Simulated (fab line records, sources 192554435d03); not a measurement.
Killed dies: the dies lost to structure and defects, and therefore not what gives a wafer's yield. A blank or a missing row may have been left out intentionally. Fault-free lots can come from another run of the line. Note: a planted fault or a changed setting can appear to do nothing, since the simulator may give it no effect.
Which tool did it? -- flow n5 finfet -- 24 lots, 72 wafers sampled, at 6 steps of a route of 1938

== WHAT THE GAUGES SHOWED, per wafer ==
N5_BEOL_M2_OCD_MEAS_38.
lot,measured,on,trench depth nm (nm)
L074,day 6 16:20,ocd-01,55.5 54.4 53.8
L075,day 6 21:28,ocd-01,53.4 55.1 53.6
L077,day 7 10:12,ocd-01,57.1 57.9 56.3
L076,day 7 10:18,ocd-01,54.0 55.4 53.1
L079,day 8 01:28,ocd-01,53.0 54.7 54.4
L078,day 8 04:52,ocd-02,53.8 54.4 54.4
L080,day 8 09:20,ocd-01,55.6 53.4 55.7
L081,day 8 17:59,ocd-01,54.3 56.4 53.9
L083,day 8 21:13,ocd-01,55.3 53.5 54.2
L082,day 9 00:40,ocd-01,54.8 57.9 56.8
L084,day 9 07:15,ocd-01,53.6 55.8 52.7
L085,day 9 16:29,ocd-01,55.6 57.8 55.7
L086,day 10 09:59,ocd-01,56.0 56.4 55.7
L087,day 10 14:23,ocd-01,55.0 52.4 56.2
L088,day 10 17:35,ocd-01,55.9 53.0 56.9
L089,day 10 17:43,ocd-01,54.3 57.0 57.0
L090,day 10 22:20,ocd-01,56.5 56.5 58.1
L091,day 11 06:13,ocd-01,56.0 55.5 52.0
L092,day 11 10:23,ocd-01,55.9 55.8 54.9
L094,day 11 20:02,ocd-02,54.6 54.0 54.2
L093,day 12 06:56,ocd-02,56.1 57.7 57.1
L095,day 12 10:24,ocd-01,53.6 56.4 53.2
L096,day 12 17:01,ocd-01,55.8 53.4 53.2
L097,day 13 00:31,ocd-01,55.1 54.0 55.6

N5_BEOL_M2_CD_MEAS_35: target cd 18 nm, target cd y 22.2 nm.
lot,measured,on,cd nm (nm)
L074,day 6 16:29,cd sem-02,17.7 17.6 17.9
L075,day 6 21:37,cd sem-03,17.9 17.5 18.1
L077,day 7 10:21,cd sem-01,17.9 18.3 17.9
L076,day 7 10:27,cd sem-02,18.0 18.5 18.8
L079,day 8 01:37,cd sem-01,17.5 18.0 18.1
L078,day 8 05:01,cd sem-01,17.2 18.1 17.6
L080,day 8 09:29,cd sem-03,17.5 17.9 17.7
L081,day 8 18:09,cd sem-03,17.3 18.5 17.4
L083,day 8 21:22,cd sem-02,17.9 17.7 17.0
L082,day 9 00:50,cd sem-02,18.2 18.6 18.7
L084,day 9 07:43,cd sem-01,17.9 18.0 18.0
L085,day 9 16:40,cd sem-02,17.9 18.5 18.3
L086,day 10 10:08,cd sem-02,17.7 18.0 17.7
L087,day 10 14:32,cd sem-02,17.8 17.7 19.0
L088,day 10 17:44,cd sem-02,17.4 18.1 17.7
L089,day 10 17:52,cd sem-02,18.3 18.0 17.5
L090,day 10 22:30,cd sem-02,18.2 17.7 18.3
L091,day 11 06:22,cd sem-02,19.2 18.5 18.0
L092,day 11 10:32,cd sem-02,18.2 17.8 18.9
L094,day 11 20:12,cd sem-01,18.0 17.9 17.1
L093,day 12 07:05,cd sem-01,17.7 17.3 17.6
L095,day 12 10:34,cd sem-03,17.4 17.6 17.0
L096,day 12 17:10,cd sem-01,17.5 17.4 17.9
L097,day 13 00:41,cd sem-02,18.9 18.3 17.9

== WHICH TOOL RAN EACH LOT (tool, then ch and the chambers of the sampled wafers, then the start) ==
lot,N5_BEOL_M2_HM_DEP_02,N5_BEOL_M2_ETCH_63,N5_BEOL_M2_STRIP_36,N5_BEOL_M2_ETCH_41
L074,"pvd sputter-03, day 6 11:16","rie diel-05 ch 1,2,3, day 6 12:22","rie diel-01 ch 0,2,3, day 6 16:08","rie diel-01 ch 0,2,3, day 6 16:20 or earlier"
L075,"pvd sputter-01, day 6 16:19","rie diel-05 ch 0,2, day 6 17:00","rie diel-01 ch 0,2, day 6 21:17","rie diel-01 ch 0,2, day 6 21:28 or earlier"
L077,"pvd sputter-02, day 7 06:39","rie diel-05 ch 0,1,2, day 7 07:15","rie diel-05 ch 0,3, day 7 10:00","rie diel-05 ch 0,3, day 7 10:12 or earlier"
L076,"pvd sputter-02, day 7 07:20","rie diel-02 ch 0,1,2, day 7 07:54","rie diel-01 ch 1,2,3, day 7 10:06","rie diel-01 ch 1,2,3, day 7 10:18 or earlier"
L079,"pvd sputter-01, day 7 19:10","rie diel-01 ch 0,2,3, day 7 19:46","rie diel-01 ch 0,2,3, day 8 01:16","rie diel-01 ch 0,2,3, day 8 01:28 or earlier"
L078,"pvd sputter-01, day 7 20:33","rie diel-01 ch 0,2,3, day 7 21:26","rie diel-01 ch 0,3, day 8 04:41","rie diel-01 ch 0,3, day 8 04:52 or earlier"
L080,"pvd sputter-03, day 8 05:49","rie diel-02 ch 1,3, day 8 06:33","rie diel-05 ch 1,2, day 8 09:07","rie diel-05 ch 1,2, day 8 09:20 or earlier"
L081,"pvd sputter-03, day 8 10:13","rie diel-01 ch 0,1,3, day 8 10:47","rie diel-01 ch 0,1,3, day 8 17:47","rie diel-01 ch 0,1,3, day 8 17:59 or earlier"
L083,"pvd sputter-01, day 8 16:50","rie diel-01 ch 0,1,3, day 8 17:25","rie diel-01 ch 0,1,2, day 8 21:01","rie diel-01 ch 0,1,2, day 8 21:13 or earlier"
L082,"pvd sputter-03, day 8 21:05","rie diel-05 ch 0,3, day 8 21:40","rie diel-02 ch 0,2,3, day 9 00:29","rie diel-02 ch 0,2,3, day 9 00:40 or earlier"
L084,"pvd sputter-01, day 9 01:57","rie diel-05 ch 1,3, day 9 02:31","rie diel-01 ch 1,2,3, day 9 07:03","rie diel-01 ch 1,2,3, day 9 07:15 or earlier"
L085,"pvd sputter-03, day 9 11:35","rie diel-02 ch 1,2,3, day 9 12:17","rie diel-02 ch 0,2,3, day 9 16:17","rie diel-02 ch 0,2,3, day 9 16:29 or earlier"
L086,"pvd sputter-01, day 9 23:00","rie diel-01 ch 0,2,3, day 9 23:46","rie diel-02 ch 0,3, day 10 09:47","rie diel-02 ch 0,3, day 10 09:59 or earlier"
L087,"pvd sputter-02, day 10 00:37","rie diel-05 ch 0,1,2, day 10 01:17","rie diel-02 ch 0,1,2, day 10 14:11","rie diel-02 ch 0,1,2, day 10 14:23 or earlier"
L088,"pvd sputter-02, day 10 05:13","rie diel-05 ch 0,1, day 10 05:55","rie diel-02 ch 0,1,3, day 10 17:23","rie diel-02 ch 0,1,3, day 10 17:35 or earlier"
L089,"pvd sputter-01, day 10 09:14","rie diel-05 ch 2,3, day 10 10:04","rie diel-01 ch 0,1, day 10 17:32","rie diel-01 ch 0,1, day 10 17:43 or earlier"
L090,"pvd sputter-03, day 10 19:59","rie diel-02 ch 0,2,3, day 10 20:34","rie diel-05 ch 0,2,3, day 10 22:09","rie diel-05 ch 0,2,3, day 10 22:20 or earlier"
L091,"pvd sputter-02, day 11 01:43","rie diel-05 ch 1,2,3, day 11 02:17","rie diel-02 ch 1,2,3, day 11 06:01","rie diel-02 ch 1,2,3, day 11 06:13 or earlier"
L092,"pvd sputter-01, day 11 06:59","rie diel-05 ch 0,1,2, day 11 07:40","rie diel-02 ch 0,2,3, day 11 10:12","rie diel-02 ch 0,2,3, day 11 10:23 or earlier"
L094,"pvd sputter-03, day 11 15:11","rie diel-02 ch 0,1,3, day 11 15:45","rie diel-01 ch 1,3, day 11 19:50","rie diel-01 ch 1,3, day 11 20:02 or earlier"
L093,"pvd sputter-03, day 11 15:50","rie diel-02 ch 1,3, day 11 16:32","rie diel-05 ch 0,3, day 12 06:44","rie diel-05 ch 0,3, day 12 06:56 or earlier"
L095,"pvd sputter-02, day 11 20:53","rie diel-01 ch 0,2, day 11 21:35","rie diel-01 ch 0,2, day 12 10:13","rie diel-01 ch 0,2, day 12 10:24 or earlier"
L096,"pvd sputter-02, day 12 12:57","rie diel-01 ch 1,2,3, day 12 13:41","rie diel-01 ch 0,3, day 12 16:49","rie diel-01 ch 0,3, day 12 17:01 or earlier"
L097,"pvd sputter-01, day 12 18:34","rie diel-05 ch 1,2, day 12 19:31","rie diel-02 ch 1,2, day 13 00:20","rie diel-02 ch 1,2, day 13 00:31 or earlier"
- N5_BEOL_M2_HM_DEP_02: deposits TiN, target thk 20 nm.
- N5_BEOL_M2_ETCH_63: etches SiARC in CF4, target depth 15.6 nm, time 26 s.
- N5_BEOL_M2_STRIP_36: strips in N2/H2.
- N5_BEOL_M2_ETCH_41: etches SiCN in CH3F/O2, target depth 29.9 nm, time 52.5 s.

== WHAT THE TOOLS THEMSELVES READ (means of the sampled wafers that have a number; where no wafer has one, the mark that the record gives instead) ==
N5_BEOL_M2_HM_DEP_02.
lot,tool,susceptor temp C (C),throttle valve pct (%)
L074,pvd sputter-03,24.99,29.8
L075,pvd sputter-01,25.12,29.3
L077,pvd sputter-02,24.86,29.4
L076,pvd sputter-02,24.92,30.2
L079,pvd sputter-01,24.99,30.2
L078,pvd sputter-01,24.95,29.8
L080,pvd sputter-03,24.89,29.6
L081,pvd sputter-03,24.95,29.9
L083,pvd sputter-01,25.00,30.2
L082,pvd sputter-03,25.08,30.1
L084,pvd sputter-01,25.05,29.9
L085,pvd sputter-03,25.02,30.2
L086,pvd sputter-01,25.13,29.3
L087,pvd sputter-02,25.00,29.2
L088,pvd sputter-02,24.87,29.3
L089,pvd sputter-01,25.02,29.7
L090,pvd sputter-03,25.06,30.2
L091,pvd sputter-02,24.97,29.8
L092,pvd sputter-01,24.98,29.8
L094,pvd sputter-03,24.98,29.5
L093,pvd sputter-03,24.96,30.2
L095,pvd sputter-02,24.98,29.2
L096,pvd sputter-02,25.02,30.9
L097,pvd sputter-01,25.03,29.4

N5_BEOL_M2_ETCH_63.
lot,tool,drypump motor current A (A),etch rf on time s (s),oes product au (a.u.),rf vpp V (V),showerhead plenum p Torr (Torr),throttle valve pct (%)
L074,rie diel-05,5.3,26.5,0.66,184.4,2.20,15.47
L075,rie diel-05,5.3,25.1,0.73,184.6,2.13,15.59
L077,rie diel-05,5.4,25.5,0.69,184.6,2.17,15.47
L076,rie diel-02,5.4,27.0,0.68,184.5,2.22,15.52
L079,rie diel-01,5.7,26.4,0.65,183.3,2.11,15.67
L078,rie diel-01,5.6,27.2,0.64,183.9,2.11,15.66
L080,rie diel-02,5.1,25.3,0.67,184.9,2.19,15.67
L081,rie diel-01,5.8,26.7,0.66,184.5,2.15,15.84
L083,rie diel-01,5.8,26.2,0.67,184.0,2.15,15.85
L082,rie diel-05,5.2,25.4,0.73,183.9,2.14,15.66
L084,rie diel-05,5.4,26.1,0.67,186.3,2.21,15.38
L085,rie diel-02,5.5,26.7,0.67,184.4,2.22,15.61
L086,rie diel-01,5.6,26.8,0.72,185.3,2.19,15.52
L087,rie diel-05,5.4,25.5,0.74,185.4,2.16,15.35
L088,rie diel-05,5.5,25.2,0.71,183.0,2.13,15.52
L089,rie diel-05,5.1,25.9,0.78,185.0,2.17,15.35
L090,rie diel-02,5.5,25.6,0.66,184.5,2.18,15.60
L091,rie diel-05,5.3,25.8,0.71,185.2,2.19,15.38
L092,rie diel-05,5.4,25.5,0.73,184.0,2.16,15.37
L094,rie diel-02,5.0,26.0,0.65,185.0,2.18,15.65
L093,rie diel-02,5.1,26.9,0.65,184.9,2.22,15.66
L095,rie diel-01,5.8,26.1,0.75,186.1,2.22,15.30
L096,rie diel-01,5.5,27.4,0.65,184.8,2.19,15.74
L097,rie diel-05,5.3,26.0,0.73,183.8,2.18,15.22

N5_BEOL_M2_STRIP_36.
lot,tool,drypump motor current A (A),oes product au (a.u.),rf vpp V (V),showerhead plenum p Torr (Torr),throttle valve pct (%)
L074,rie diel-01,5.6,0.77,58.5,2.52,23.8
L075,rie diel-01,5.5,0.78,60.2,2.52,23.6
L077,rie diel-05,5.2,0.88,60.4,2.55,24.1
L076,rie diel-01,5.5,0.84,57.9,2.62,23.9
L079,rie diel-01,5.7,0.75,59.8,2.51,23.8
L078,rie diel-01,5.9,0.72,59.0,2.45,24.1
L080,rie diel-05,5.5,0.74,59.6,2.62,23.1
L081,rie diel-01,5.8,0.78,59.5,2.55,24.1
L083,rie diel-01,5.6,0.80,58.3,2.56,23.9
L082,rie diel-02,5.5,0.79,59.8,2.59,23.6
L084,rie diel-01,5.5,0.81,59.7,2.61,23.9
L085,rie diel-02,5.5,0.78,60.0,2.59,23.6
L086,rie diel-02,5.0,0.76,59.0,2.55,23.9
L087,rie diel-02,5.4,0.78,59.1,2.63,23.7
L088,rie diel-02,5.0,0.75,59.6,2.60,23.8
L089,rie diel-01,5.9,0.92,59.6,2.71,23.7
L090,rie diel-05,5.2,0.88,58.4,2.55,23.9
L091,rie diel-02,5.5,0.78,58.6,2.63,23.6
L092,rie diel-02,5.5,0.77,59.2,2.58,23.6
L094,rie diel-01,5.7,0.79,58.6,2.64,24.2
L093,rie diel-05,5.3,0.83,59.3,2.49,24.1
L095,rie diel-01,5.5,0.83,60.8,2.61,23.4
L096,rie diel-01,5.8,0.80,60.7,2.59,23.9
L097,rie diel-02,5.9,0.80,59.3,2.65,23.4

N5_BEOL_M2_ETCH_41.
lot,tool,drypump motor current A (A),oes product au (a.u.),rf vpp V (V),showerhead plenum p Torr (Torr),throttle valve pct (%)
L074,rie diel-01,5.6,0.76,298.0,1.97,16.33
L075,rie diel-01,5.5,0.77,297.6,1.97,16.09
L077,rie diel-05,5.2,0.88,296.2,2.00,16.33
L076,rie diel-01,5.5,0.83,298.1,2.05,16.32
L079,rie diel-01,5.7,0.75,298.1,1.97,16.35
L078,rie diel-01,5.9,0.72,296.2,1.92,16.56
L080,rie diel-05,5.4,0.74,298.9,2.08,16.09
L081,rie diel-01,5.8,0.77,297.4,2.01,16.56
L083,rie diel-01,5.7,0.79,298.0,2.00,16.31
L082,rie diel-02,5.5,0.79,297.5,2.04,16.31
L084,rie diel-01,5.5,0.81,298.6,2.05,16.36
L085,rie diel-02,5.5,0.78,298.0,2.04,16.31
L086,rie diel-02,5.0,0.75,297.8,1.99,16.26
L087,rie diel-02,5.4,0.78,298.0,2.07,16.29
L088,rie diel-02,5.0,0.76,297.9,2.03,16.33
L089,rie diel-01,5.9,0.93,300.3,2.11,16.19
L090,rie diel-05,5.2,0.88,296.5,2.00,16.22
L091,rie diel-02,5.5,0.77,298.8,2.08,16.39
L092,rie diel-02,5.5,0.77,298.5,2.03,16.34
L094,rie diel-01,5.7,0.79,298.6,2.08,16.59
L093,rie diel-05,5.3,0.83,296.7,1.96,16.41
L095,rie diel-01,5.5,0.81,298.4,2.04,16.00
L096,rie diel-01,5.8,0.79,298.4,2.04,16.48
L097,rie diel-02,5.9,0.78,300.0,2.12,16.40

== THE ANSWER, worked out from the rows above alone ==
Rule: usual is defined by the lots themselves. The widest of any qualifying gaps counts: lots, ordered by their means at a reading, are off when they make up no more than a third of the lots, leave a main group of 4 or more, and stand apart from it by 3 or more times the standard deviation of that group's means. If all means in a main group match to the digits the tables above print for the reading, that group is not used. Also off: a lot with no number at a reading for which 4 or more lots have one. Any other lot the step has rows for is counted as sound. The gauges are gone through in route order, then the tools' own readings, and for those a lot's mean is taken as printed above. The first step at which some lot is off is used, and at that step the reading that is off furthest; a lot without a number counts as furthest.
No lot is off at any reading shown: from this, nothing can be told.

== WHAT WAS PUT IN BY THE SIMULATOR ==
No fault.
